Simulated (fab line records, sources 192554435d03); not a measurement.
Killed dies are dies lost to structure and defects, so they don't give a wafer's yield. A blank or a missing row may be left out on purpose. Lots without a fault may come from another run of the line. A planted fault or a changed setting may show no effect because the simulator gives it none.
fab line records | flow n5_finfet
record lots=4 wafers=12 last_day=22
route steps=1938 shown BEOL_M4@1099 BEOL_M5@1112 BEOL_M10@1524 PASSIVATION@1936
lots that met no fault: from a run of the same line without faults
start_h: hours from the record's first day to the start of the lot's first wafer shown | wait_h: hours since the lot's step before | " the same as in the row above | L1.1+2: a row that stands for several wafers | - no value, or no start given | * or withheld: withheld | < > ~ a bound
route shown NAME@n: a module of which the file shows steps, and the number in the route of the first | usual: mean/standard deviation of fault-free wafers | same: alike in all rows | chamber/n: place in a boat | sites: the reading at each site | _std_site: their standard deviation | _edge_site: outer sites' mean less inner sites' | radius_mm: how far each site lies from the wafer's centre | mask NAME#n: copy n | behind: the tool/chamber that last shaped the wafer | hold: why the lot was held/for how many hours/how that ended | device: the transistor (n, p or np) that didn't switch | end of line: the same wafers' tests at the end of the route | a step without rows: its recipe alone | killed: dies lost to structure and defects at the first sort, not the wafer's yield | map: a wafer's dies, x killed, . not, _ none there
set.NAME: the setting as run; set.NAME@STEP: as run at that earlier step | model.NAME: the simulator's own value behind a step, which no gauge read
lots at some steps of the route; a table a step, a row a wafer
services: from which hour (start_h, from the record's first day; less than 0 if before it) a tool's chamber was out of use, for how many hours, and why
## steps
# step N5_BEOL_M4_ANNEAL_95
# recipe temp_c=400 time_s=240 ambient=vacuum
# step N5_BEOL_M4_SPUTTER_96
# recipe material=Cu target_thk_a=45 temp_c=-20 chamber_pressure_pa=0.07 power_w=withheld time_s=8.29
# step N5_BEOL_M4_ECD_50
# recipe material=Cu target_thk_a=3000
# step N5_BEOL_M4_ANNEAL_51
# recipe temp_c=225 time_s=90 ambient=N2
# step N5_BEOL_M4_CMP_52
# recipe stop_on=SiOC t_overpolish_s=6.8 down_force_psi=1 platen_rpm=50 clearing_platen_down_force_psi=1.5 clearing_platen_rpm=50 post_cmp_clean=cu_alkaline target_thk_nm=40 clearing_platen_pad_velocity_m_s=0.99484 pad_velocity_m_s=0.99484
# step N5_BEOL_M4_PRE_CLEAN_60
# recipe gas=NH3/H2 time_s=15 temp_c=* rf_power_w=300
# step N5_BEOL_M4_CO_CAP_55
# recipe material=Co target_thk_a=20 temp_c=200 precursor=CCTBA/H2 pressure_torr=30 time_s=102.1
# step N5_BEOL_M4_PRE_CLEAN_56
# recipe gas=NH3 time_s=15 temp_c=withheld rf_power_w=300
# step N5_BEOL_M4_DEP_57
# recipe material=SiCN target_thk_a=80 temp_c=withheld precursor=3MS/NH3 pressure_torr=3 rf_w=202 time_s=14
# step N5_BEOL_M4_RC_MEAS_101
# usual DIBL_N=36.3/1.1 DIBL_P=36.3/1.4 IOFF_N=0.155/0.019 IOFF_P=0.211/0.027 ION_N=672/8.5 ION_P=462/5.8 SS_N=71.5/0.56 SS_P=73.3/0.52 VT_N=249.9/2.5 VT_P=-249.8/2.8
# columns lot.wafer tool chamber start_h wait_h DIBL_N[mV/V] DIBL_P[mV/V] IOFF_N[nA/um] IOFF_P[nA/um] ION_N[uA/um] ION_P[uA/um] SS_N[mV/dec] SS_P[mV/dec] VT_N[mV] VT_P[mV]
L552.2 prober-01 0 196.27 0.2 37.9 37.2 0.171 0.243 674 465 71.8 74.0 249.2 -248.8
L552.4 " 0 " " 34.5 32.6 0.110 0.165 647 452 70.7 73.0 254.2 -257.5
L552.6 " 0 " " 36.9 36.4 0.151 0.224 669 467 71.8 74.6 249.0 -248.6
L566.1 prober-02 0 354.88 0.0 35.3 34.7 0.149 0.230 675 468 71.3 72.3 248.8 -244.9
L566.3 " 0 " " 34.4 33.6 0.127 0.205 668 465 71.0 73.2 250.5 -245.8
L566.4 " 0 " " 37.8 37.0 0.181 0.268 672 468 72.1 74.3 245.3 -246.3
L575.1 prober-02 0 364.38 0.0 35.9 34.7 0.147 0.209 663 460 72.1 73.2 251.5 -247.4
L575.2 " 0 " " 38.3 37.1 0.191 0.245 680 464 72.3 73.6 247.8 -247.4
L575.6 " 0 " " 36.6 35.4 0.158 0.219 677 466 72.4 73.8 249.6 -251.6
L560.2 prober-02 0 399.79 0.2 37.0 38.3 0.162 0.214 675 466 71.3 73.5 246.4 -249.6
L560.4 " 0 " " 33.6 32.5 0.105 0.142 658 454 70.4 72.8 255.7 -256.8
L560.5 " 0 " " 34.7 34.7 0.118 0.173 652 458 70.4 73.1 253.0 -253.3
# step N5_BEOL_M5_ILD_DEP_00
# recipe material=SiCOH_lowk target_thk_a=1406.4 temp_c=300 precursor=DEMS/porogen pressure_torr=5 rf_w=500 time_s=25.9
# step N5_BEOL_M5_CURE_79
# recipe temp_c=385 time_s=240 ambient=He/Ar material=SiCOH_lowk
# step N5_BEOL_M5_PECVD_70
# recipe material=SiO2 target_thk_a=160 temp_c=400 precursor=TEOS/O2 pressure_torr=5.5 rf_w=450 teos_flow_sccm=53.8 gas=O2 flow_sccm=3000 time_s=18
# step N5_BEOL_M5_HM_DEP_02
# recipe material=TiN target_thk_a=200 temp_c=25 chamber_pressure_pa=0.49996
# step N5_BEOL_M5_COAT_59
# recipe resist=SOC temp_c=250 time_s=60 spin_rpm=1500 resist_thk_nm=60
# step N5_BEOL_M5_COAT_60
# recipe resist=SiARC temp_c=220 time_s=60 spin_rpm=1500 resist_thk_nm=12
# step N5_BEOL_M5_COAT_71
# recipe resist=underlayer temp_c=205 time_s=60 spin_rpm=1500 resist_thk_nm=5
# step N5_BEOL_M5_COAT_05
# recipe resist=CAR-EUV spin_rpm=1500 resist_thk_nm=30
# step N5_BEOL_M5_EBR_07
# recipe solvent=PGMEA ebr_width_mm=1.5
# step N5_BEOL_M5_SOFTBAKE_06
# recipe temp_c=110 time_s=60 resist=CAR-EUV
# step N5_BEOL_M5_EXPOSE_08
# recipe mask_id=M5 na=0.33 source_shape=annular sigma_inner=0.4 sigma_outer=0.8 polarization=unpolarized target_cd_nm=28 dose_mj=35.75
# step N5_BEOL_M5_PEB_09
# recipe peb_temp_c=100 peb_time_s=60 resist=CAR-EUV
# step N5_BEOL_M5_DEVELOP_10
# recipe develop_time_s=30 developer=TMAH resist=CAR-EUV rinse_liquid=surfactant_rinse dry=air_spin dev_temp_c=23
# step N5_BEOL_M5_DESCUM_16
# recipe chemistry=O2 time_s=7 source_power_w=50 bias_power_w=20 pressure_mtorr=20 rf_frequency_hz=2.712e+07 temp_c=40 resist=CAR-EUV o2_flow_sccm=225
# step N5_BEOL_M5_ETCH_72
# recipe chemistry=N2/H2 target=underlayer target_depth_a=65 mask_material=CAR-EUV time_s=5.2 ion_energy_ev=200 pressure_mtorr=30 source_w=840 bias_w=150 n2_flow_sccm=200 h2_flow_sccm=200 ends=cleared
# step N5_BEOL_M5_ETCH_61
# recipe chemistry=CF4 target=SiARC target_depth_a=156 mask_material=CAR-EUV time_s=26 ion_energy_ev=80 pressure_mtorr=40 source_w=545 bias_w=36 Ar_flow_sccm=100 cf4_flow_sccm=100 ends=cleared
# step N5_BEOL_M5_ETCH_62
# recipe chemistry=N2/H2 target=SOC target_depth_a=750 overetch_a=150 mask_material=SiARC temp_c=40 time_s=112.5 ion_energy_ev=200 pressure_mtorr=30 source_w=840 bias_w=150 n2_flow_sccm=200 h2_flow_sccm=200
# step N5_BEOL_M5_STRIP_63
# recipe chemistry=N2/H2 temp_c=40 n2_flow_sccm=200 h2_flow_sccm=200 rf_frequency_hz=6e+07
# step N5_BEOL_M5_STRIP_73
# recipe chemistry=N2/H2 temp_c=40 n2_flow_sccm=200 h2_flow_sccm=200 rf_frequency_hz=6e+07
# step N5_BEOL_M5_STRIP_64
# recipe chemistry=CF4 resist=SiARC power_w=300 bias_power_w=75 pressure_mtorr=50 cf4_flow_sccm=150 rf_frequency_hz=6e+07
# step N5_BEOL_M5_HM_OPEN_17
# recipe chemistry=Cl2/BCl3 target_depth_a=200 overetch_a=60 target=TiN mask_material=SOC ion_energy_ev=150 pressure_mtorr=10 icp_w=1000 bias_w=126 Cl2_flow_sccm=53.25 bcl3_flow_sccm=21.75 Ar_flow_sccm=25
# step N5_BEOL_M5_STRIP_19
# recipe chemistry=O2 power_w=400 temp_c=40 pressure_mtorr=30 rf_frequency_hz=6e+07 bias_power_w=0 overash_fraction=0.2 o2_flow_sccm=225
# step N5_BEOL_M5_COAT_65
# recipe resist=SOC temp_c=250 time_s=60 spin_rpm=1500 resist_thk_nm=60
# step N5_BEOL_M5_COAT_66
# recipe resist=SiARC temp_c=220 time_s=60 spin_rpm=1500 resist_thk_nm=12
# step N5_BEOL_M10_ALD_74
# recipe material=TaN target_thk_a=20 temp_c=275 ald_precursor_family=PDMAT ald_co_reactant=NH3 pressure_torr=3 carrier_flow_sccm=1500 pulse_time_s=2 purge_time_s=3 co_reactant_purge_time_s=2 co_reactant_pulse_time_s=3 ald_cycles=40 precursor_vessel_temp_c=75 precursor_vessel_pressure_torr=26.25 precursor_vessel_carrier_sccm=1000
# usual ald_cycles=40/0 chamber_pressure_Torr=2.999/0.007 heater_power_w=402/50 pulse_time_s=2/0
# columns lot.wafer tool chamber start_h wait_h ald_cycles chamber_pressure_Torr heater_power_w pulse_time_s
L552.2 ald_metal-01 2 243.75 0.0 40 2.996 388 2
L552.4 " 0 " " 40 2.992 356 2
L552.6 " 0 " " 40 3.001 367 2
L566.1 ald_metal-01 0 415.69 0.0 - - - -
L566.3 " 2 " " - - - -
L566.4 " 1 " " - - - -
L575.1 ald_metal-04 0 429.50 0.3 40 3.003 432 2
L575.2 " 1 " " 40 3.011 457 2
L575.6 " 3 " " 40 3.002 459 2
L560.2 ald_metal-01 1 462.92 0.1 - - - -
L560.4 " 0 " " - - - -
L560.5 " 2 " " - - - -
# step N5_BEOL_M10_CMP_52
# recipe stop_on=SiCOH_lowk t_overpolish_s=7 down_force_psi=1 platen_rpm=50 clearing_platen_down_force_psi=1.5 clearing_platen_rpm=50 post_cmp_clean=cu_alkaline target_thk_nm=140 clearing_platen_pad_velocity_m_s=0.99484 pad_velocity_m_s=0.99484
# usual barrier_field_endpoint_s=29.0/0.63 motor_current_A=6.2/0.54 pad_life_wafers=958/580
# columns lot.wafer tool chamber start_h wait_h barrier_field_endpoint_s motor_current_A pad_life_wafers
L552.4 cmp-04 0 244.84 0.2 28.5 5.9 67
L552.2 " 2 " " 28.9 5.9 69
L552.6 " 3 " " 30.1 6.8 -
L566.1 cmp-01 1 416.85 0.3 26.1 4.8 24
L566.4 " 3 " " 27.0 6.5 26
L566.3 " 0 " " 26.0 6.4 27
L575.1 cmp-03 0 432.42 0.3 29.0 5.9 781
L575.2 " 2 " " 29.2 5.6 783
L575.6 " 0 " " 29.4 6.0 -
L560.4 cmp-03 0 464.33 0.2 27.3 6.3 1148
L560.2 " 1 " " 25.4 6.2 1149
L560.5 " 3 " " 26.9 6.4 -
# step N5_PASSIVATION_PROBE_49
# usual defect_limited_yield=91.4/1.2 killed_at_M0_to_M3=34/10 killed_at_M4_up=14/5.1 killed_at_contacts=12/6.4 killed_at_front_end=38/9.3 killed_at_other=4/3 killed_dies=102/15 killed_on_rim=13/3.6 killed_open=67/12 killed_short=33/6.9 sort_bin_4_leakage=0/0 sort_bin_5_function=5.0/0.86 sort_bin_6_memory=3.2/0.58 sort_bin_8_speed=0.00/0.0099 sort_n_pass=1078/15 sort_yield_pct=91.4/1.2
# same gross_dies=1180 killed_at_back_side=0
# columns lot.wafer tool chamber start_h wait_h defect_limited_yield[%] killed_at_M0_to_M3 killed_at_M4_up killed_at_contacts killed_at_front_end killed_at_other killed_dies killed_on_rim killed_open killed_short sort_bin_4_leakage[%] sort_bin_5_function[%] sort_bin_6_memory[%] sort_bin_8_speed[%] sort_n_pass sort_yield_pct[%]
L552.2 prober-01 - 292.91 0.1 91.4 41 13 7 37 3 101 14 59 39 0 4.9 3.0 0 1079 91.4
L552.4 prober-01 - 293.01 0.2 89.7 42 8 16 54 2 122 18 68 52 0 5.8 4.3 0.08 1057 89.6
L552.6 prober-01 - 293.11 0.3 89.7 50 7 18 45 1 121 17 85 30 0 5.7 3.6 0 1059 89.7
L566.1 prober-02 - 468.63 0.2 0 52 1064 14 43 7 1180 152 77 46 89.49 6.0 4.2 0 0 0
L566.3 prober-02 - 468.73 0.3 0 24 1110 10 36 0 1180 152 53 29 92.97 4.2 2.7 0 0 0
L566.4 prober-02 - 468.78 0.4 0 19 1099 17 41 4 1180 152 54 31 92.71 4.7 2.2 0 0 0
L575.1 prober-02 - 484.14 0.0 90.2 46 14 4 50 2 116 13 77 39 0 5.8 4.0 0 1064 90.2
L575.2 prober-02 - 484.19 0.1 91.4 44 15 7 36 0 102 5 71 25 0 4.7 3.4 0 1078 91.4
L575.6 prober-02 - 484.39 0.3 91.5 38 11 14 35 2 100 18 65 33 0 4.8 3.1 0 1080 91.5
L560.2 prober-01 - 517.15 0.1 0 23 1090 10 53 4 1180 152 66 47 90.34 5.5 3.8 0 0 0
L560.4 prober-01 - 517.25 0.2 0 28 1096 9 47 0 1180 152 66 32 91.69 4.7 3.3 0 0 0
L560.5 prober-01 - 517.30 0.2 0 27 1097 19 37 0 1180 152 69 28 91.78 5.0 2.9 0 0 0
# killed by level:class
L552.2 BEOL_M3:geometric_particle:open=11 FIN_SAQP:geometric_particle:short=8 BEOL_M2:geometric_particle:open=8 FIN_SAQP:geometric_particle:open=5 GATE_CUT:geometric_particle:short=5 BEOL_M3:geometric_particle:short=5 STARTING-WAFER:geometric_particle:short=5 STARTING-WAFER:geometric_particle:open=5
L552.4 MOL_CONTACT_COAG:geometric_particle:open=13 BEOL_M3:geometric_particle:open=12 FIN_SAQP:geometric_particle:short=10 FIN_SAQP:geometric_particle:open=10 STI_FIN_REVEAL:geometric_particle:open=10 BEOL_M0_SAQP:geometric_particle:short=9 BEOL_M0_SAQP:geometric_particle:open=9 GATE_CUT:geometric_particle:short=8
L552.6 MOL_CONTACT_COAG:geometric_particle:open=15 STI_FIN_REVEAL:geometric_particle:open=12 BEOL_M3:geometric_particle:open=11 BEOL_M0_SAQP:geometric_particle:open=9 BEOL_M0:geometric_particle:open=7 STARTING-WAFER:geometric_particle:open=6 BEOL_M0_SAQP:geometric_particle:short=6 HKMG_FIN:area_etch=6
L566.1 BEOL_M10:area_ald=1055 BEOL_M0_SAQP:geometric_particle:short=16 BEOL_M0_SAQP:geometric_particle:open=11 BEOL_M2:geometric_particle:open=11 MOL_CONTACT_COAG:geometric_particle:open=10 GATE_CUT:geometric_particle:short=9 FIN_SAQP:geometric_particle:open=8 STI_FIN_REVEAL:geometric_particle:open=7
L566.3 BEOL_M10:area_ald=1097 MOL_CONTACT_COAG:geometric_particle:open=8 FIN_SAQP:geometric_particle:open=7 STI_FIN_REVEAL:geometric_particle:open=7 FIN_SAQP:geometric_particle:short=5 BEOL_M2:geometric_particle:open=5 GATE_CUT:geometric_particle:short=4 BEOL_M3:geometric_particle:open=4
L566.4 BEOL_M10:area_ald=1094 MOL_CONTACT_COAG:geometric_particle:open=12 GATE_CUT:geometric_particle:short=10 FIN_SAQP:geometric_particle:open=5 STI_FIN_REVEAL:geometric_particle:open=5 MOL_CONTACT_COAG:geometric_particle:short=5 BEOL_M0_SAQP:geometric_particle:short=5 FIN_SAQP:geometric_particle:short=4
L575.1 STI_FIN_REVEAL:geometric_particle:open=14 BEOL_M2:geometric_particle:open=12 BEOL_M4:geometric_particle:open=7 BEOL_M1:geometric_particle:open=6 BEOL_M3:geometric_particle:open=6 FIN_SAQP:geometric_particle:open=5 FIN_SAQP:geometric_particle:short=5 DUMMY_GATE:geometric_particle:open=5
L575.2 BEOL_M0_SAQP:geometric_particle:short=15 BEOL_M0_SAQP:geometric_particle:open=13 BEOL_M4:geometric_particle:open=9 BEOL_M1:geometric_particle:open=9 STI_FIN_REVEAL:geometric_particle:open=7 MOL_CONTACT_COAG:geometric_particle:open=7 FIN_SAQP:geometric_particle:open=6 DUMMY_GATE:geometric_particle:open=5
L575.6 STI_FIN_REVEAL:geometric_particle:open=10 MOL_CONTACT_COAG:geometric_particle:open=8 BEOL_M1:geometric_particle:open=8 BEOL_M1:geometric_particle:short=7 MOL_CONTACT_COAG:geometric_particle:short=6 DUMMY_GATE:geometric_particle:open=5 BEOL_M2:geometric_particle:open=5 BEOL_M3:geometric_particle:open=5
L560.2 BEOL_M10:area_ald=1065 FIN_SAQP:geometric_particle:short=23 FIN_SAQP:geometric_particle:open=13 BEOL_M2:geometric_particle:open=12 BEOL_M4:geometric_particle:short=9 MOL_CONTACT_COAG:geometric_particle:open=9 BEOL_M4:geometric_particle:open=9 BEOL_M0_SAQP:geometric_particle:open=5
L560.4 BEOL_M10:area_ald=1080 BEOL_M2:geometric_particle:open=12 STI_FIN_REVEAL:geometric_particle:open=11 FIN_SAQP:geometric_particle:short=9 MOL_CONTACT_COAG:geometric_particle:open=9 FIN_SAQP:geometric_particle:open=6 BEOL_M4:geometric_particle:open=6 GATE_CUT:geometric_particle:short=4
L560.5 BEOL_M10:area_ald=1082 MOL_CONTACT_COAG:geometric_particle:open=16 BEOL_M2:geometric_particle:open=9 GATE_CUT:geometric_particle:open=8 FIN_SAQP:geometric_particle:short=6 STI_FIN_REVEAL:geometric_particle:open=6 BEOL_M3:geometric_particle:open=6 GATE_CUT:geometric_particle:short=5
# map L560.2 (x killed, . not)
_________________xxxxxxxxxxxx________________
______________xxxxxxxxxxxxxxxxxx_____________
___________xxxxxxxxxxxxxxxxxxxxxxxx__________
__________xxxxxxxxxxxxxxxxxxxxxxxxxx_________
________xxxxxxxxxxxxxxxxxxxxxxxxxxxxxx_______
_______xxxxxxxxxxxxxxxxxxxxxxxxxxxxxxxx______
______xxxxxxxxxxxxxxxxxxxxxxxxxxxxxxxxxx_____
_____xxxxxxxxxxxxxxxxxxxxxxxxxxxxxxxxxxxx____
____xxxxxxxxxxxxxxxxxxxxxxxxxxxxxxxxxxxxxx___
___xxxxxxxxxxxxxxxxxxxxxxxxxxxxxxxxxxxxxxxx__
___xxxxxxxxxxxxxxxxxxxxxxxxxxxxxxxxxxxxxxxx__
__xxxxxxxxxxxxxxxxxxxxxxxxxxxxxxxxxxxxxxxxxx_
__xxxxxxxxxxxxxxxxxxxxxxxxxxxxxxxxxxxxxxxxxx_
_xxxxxxxxxxxxxxxxxxxxxxxxxxxxxxxxxxxxxxxxxxxx
_xxxxxxxxxxxxxxxxxxxxxxxxxxxxxxxxxxxxxxxxxxxx
_xxxxxxxxxxxxxxxxxxxxxxxxxxxxxxxxxxxxxxxxxxxx
_xxxxxxxxxxxxxxxxxxxxxxxxxxxxxxxxxxxxxxxxxxxx
_xxxxxxxxxxxxxxxxxxxxxxxxxxxxxxxxxxxxxxxxxxxx
_xxxxxxxxxxxxxxxxxxxxxxxxxxxxxxxxxxxxxxxxxxxx
_xxxxxxxxxxxxxxxxxxxxxxxxxxxxxxxxxxxxxxxxxxxx
_xxxxxxxxxxxxxxxxxxxxxxxxxxxxxxxxxxxxxxxxxxxx
__xxxxxxxxxxxxxxxxxxxxxxxxxxxxxxxxxxxxxxxxxx_
__xxxxxxxxxxxxxxxxxxxxxxxxxxxxxxxxxxxxxxxxxx_
___xxxxxxxxxxxxxxxxxxxxxxxxxxxxxxxxxxxxxxxx__
___xxxxxxxxxxxxxxxxxxxxxxxxxxxxxxxxxxxxxxxx__
____xxxxxxxxxxxxxxxxxxxxxxxxxxxxxxxxxxxxxx___
_____xxxxxxxxxxxxxxxxxxxxxxxxxxxxxxxxxxxx____
______xxxxxxxxxxxxxxxxxxxxxxxxxxxxxxxxxx_____
_______xxxxxxxxxxxxxxxxxxxxxxxxxxxxxxxx______
________xxxxxxxxxxxxxxxxxxxxxxxxxxxxxx_______
__________xxxxxxxxxxxxxxxxxxxxxxxxxx_________
___________xxxxxxxxxxxxxxxxxxxxxxxx__________
______________xxxxxxxxxxxxxxxxxx_____________
_________________xxxxxxxxxxxx________________
# map L566.1 (x killed, . not)
_________________xxxxxxxxxxxx________________
______________xxxxxxxxxxxxxxxxxx_____________
___________xxxxxxxxxxxxxxxxxxxxxxxx__________
__________xxxxxxxxxxxxxxxxxxxxxxxxxx_________
________xxxxxxxxxxxxxxxxxxxxxxxxxxxxxx_______
_______xxxxxxxxxxxxxxxxxxxxxxxxxxxxxxxx______
______xxxxxxxxxxxxxxxxxxxxxxxxxxxxxxxxxx_____
_____xxxxxxxxxxxxxxxxxxxxxxxxxxxxxxxxxxxx____
____xxxxxxxxxxxxxxxxxxxxxxxxxxxxxxxxxxxxxx___
___xxxxxxxxxxxxxxxxxxxxxxxxxxxxxxxxxxxxxxxx__
___xxxxxxxxxxxxxxxxxxxxxxxxxxxxxxxxxxxxxxxx__
__xxxxxxxxxxxxxxxxxxxxxxxxxxxxxxxxxxxxxxxxxx_
__xxxxxxxxxxxxxxxxxxxxxxxxxxxxxxxxxxxxxxxxxx_
_xxxxxxxxxxxxxxxxxxxxxxxxxxxxxxxxxxxxxxxxxxxx
_xxxxxxxxxxxxxxxxxxxxxxxxxxxxxxxxxxxxxxxxxxxx
_xxxxxxxxxxxxxxxxxxxxxxxxxxxxxxxxxxxxxxxxxxxx
_xxxxxxxxxxxxxxxxxxxxxxxxxxxxxxxxxxxxxxxxxxxx
_xxxxxxxxxxxxxxxxxxxxxxxxxxxxxxxxxxxxxxxxxxxx
_xxxxxxxxxxxxxxxxxxxxxxxxxxxxxxxxxxxxxxxxxxxx
_xxxxxxxxxxxxxxxxxxxxxxxxxxxxxxxxxxxxxxxxxxxx
_xxxxxxxxxxxxxxxxxxxxxxxxxxxxxxxxxxxxxxxxxxxx
__xxxxxxxxxxxxxxxxxxxxxxxxxxxxxxxxxxxxxxxxxx_
__xxxxxxxxxxxxxxxxxxxxxxxxxxxxxxxxxxxxxxxxxx_
___xxxxxxxxxxxxxxxxxxxxxxxxxxxxxxxxxxxxxxxx__
___xxxxxxxxxxxxxxxxxxxxxxxxxxxxxxxxxxxxxxxx__
____xxxxxxxxxxxxxxxxxxxxxxxxxxxxxxxxxxxxxx___
_____xxxxxxxxxxxxxxxxxxxxxxxxxxxxxxxxxxxx____
______xxxxxxxxxxxxxxxxxxxxxxxxxxxxxxxxxx_____
_______xxxxxxxxxxxxxxxxxxxxxxxxxxxxxxxx______
________xxxxxxxxxxxxxxxxxxxxxxxxxxxxxx_______
__________xxxxxxxxxxxxxxxxxxxxxxxxxx_________
___________xxxxxxxxxxxxxxxxxxxxxxxx__________
______________xxxxxxxxxxxxxxxxxx_____________
_________________xxxxxxxxxxxx________________
## services
# columns tool chamber start_h hours kind
ald_metal-04 3 227.39 35.0 repair
cmp-04 - 233.46 4.0 pm
cmp-03 - 235.38 10.9 pm
cmp-03 - 255.03 0.4 repair
cmp-04 - 264.82 0.8 repair
cmp-03 - 270.86 1.0 repair
ald_metal-04 - 277.92 8.7 pm
cmp-01 - 278.77 2.6 repair
cmp-04 - 288.21 0.8 repair
cmp-01 - 298.90 1.8 repair
cmp-03 - 303.08 2.8 repair
cmp-04 - 303.73 2.6 repair
cmp-03 - 313.46 4.0 pm
cmp-03 - 336.82 3.6 repair
ald_metal-01 - 337.25 14.0 pm
cmp-03 - 357.64 2.2 pm
ald_metal-04 0 390.10 25.3 repair
ald_metal-01 2 395.36 5.5 repair
cmp-01 - 397.99 2.2 repair
cmp-01 - 409.36 4.0 pm
cmp-04 - 410.30 0.6 repair
cmp-03 - 416.98 0.5 repair
cmp-01 - 428.67 26.7 repair
cmp-04 - 435.98 3.0 pm
## key
first_sign step=N5_BEOL_M10_ALD_74 reading=tool_record direction=missing
effect step=N5_BEOL_M10_CMP_52 reading=barrier_field_endpoint_s direction=down sigmas=4.1 usual=29.0 struck=26.4
effect step=N5_PASSIVATION_PROBE_49 reading=sort_bin_4_leakage direction=up sigmas=99+ usual=0 struck=91.50
more_kills_born_at N5_BEOL_M10_ALD_74@ald_metal-01=6478
met_at N5_BEOL_M10_ALD_74
struck_wafers L560.2,L560.4,L560.5,L566.1,L566.3,L566.4
later_rows_left_out L560.2,L560.4,L560.5,L566.1,L566.3,L566.4
onset_between 243.75 415.69
fault kind=skipped_step_whole tool=ald_metal-01 chamber=- onset_h=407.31 steps=N5_BEOL_M10_ALD_74 scope=struck_lots_only
# later_rows_left_out: the simulator's readings of these wafers behind a module that went badly wrong aren't trusted and aren't shown, but for the sort
